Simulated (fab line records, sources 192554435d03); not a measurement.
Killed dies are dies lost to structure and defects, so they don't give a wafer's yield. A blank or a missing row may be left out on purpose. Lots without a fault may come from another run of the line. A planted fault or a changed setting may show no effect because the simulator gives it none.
Chamber matching | flow n5_finfet | N5_ZERO_LAYER_PECVD_02 on pecvd-03: 3 sister chambers
The step deposits SiO2 from SiH4/N2O, target thk 10 nm, time 6 s. 3 wafers are shown with their chamber, then 11 later ones without.

WAFERS WITH THEIR CHAMBER
wafer  | chamber | showerhead_plenum_p_Torr (Torr)
L085.5 | 1       | 8.26
L085.6 | 0       | 8.38
L087.1 | 2       | 8.40

WAFERS WITHOUT THEIR CHAMBER
wafer  | showerhead_plenum_p_Torr (Torr)
L087.5 | 8.23
L087.6 | 8.44
L090.2 | 8.39
L090.3 | 8.42
L090.5 | 8.39
L092.1 | 8.39
L092.2 | 8.43
L092.3 | 8.25
L096.2 | 8.41
L096.4 | 8.40
L096.6 | 8.48

WHICH CHAMBER EACH WENT THROUGH
wafer  | from the rows above     | in truth
L087.5 | 1                       | 1
L087.6 | can't be placed: 2 or 0 | 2
L090.2 | can't be placed: 0 or 2 | 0
L090.3 | can't be placed: 2 or 0 | 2
L090.5 | can't be placed: 0 or 2 | 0
L092.1 | can't be placed: 0 or 2 | 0
L092.2 | can't be placed: 2 or 0 | 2
L092.3 | 1                       | 1
L096.2 | can't be placed: 2 or 0 | 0
L096.4 | can't be placed: 2 or 0 | 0
L096.6 | can't be placed: 2 or 0 | 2
Placed correctly: 2 of 11. Can't be placed from these rows: 9 (the true chamber is among the candidates in 9). Placed wrongly: 0.
How it was worked out, from the rows above alone: a wafer's distance from a chamber is the root of the sum, over the readings, of the square of ((its reading less the chamber's mean) divided by the reading's scatter). The wafer belongs to the nearest chamber; if the next one is less than 2 further off, it can't be placed. A chamber's mean is the mean of its shown wafers. The scatter: with one shown wafer a chamber, the root of the mean of the squares of how far each hidden wafer lies from its nearest shown one.
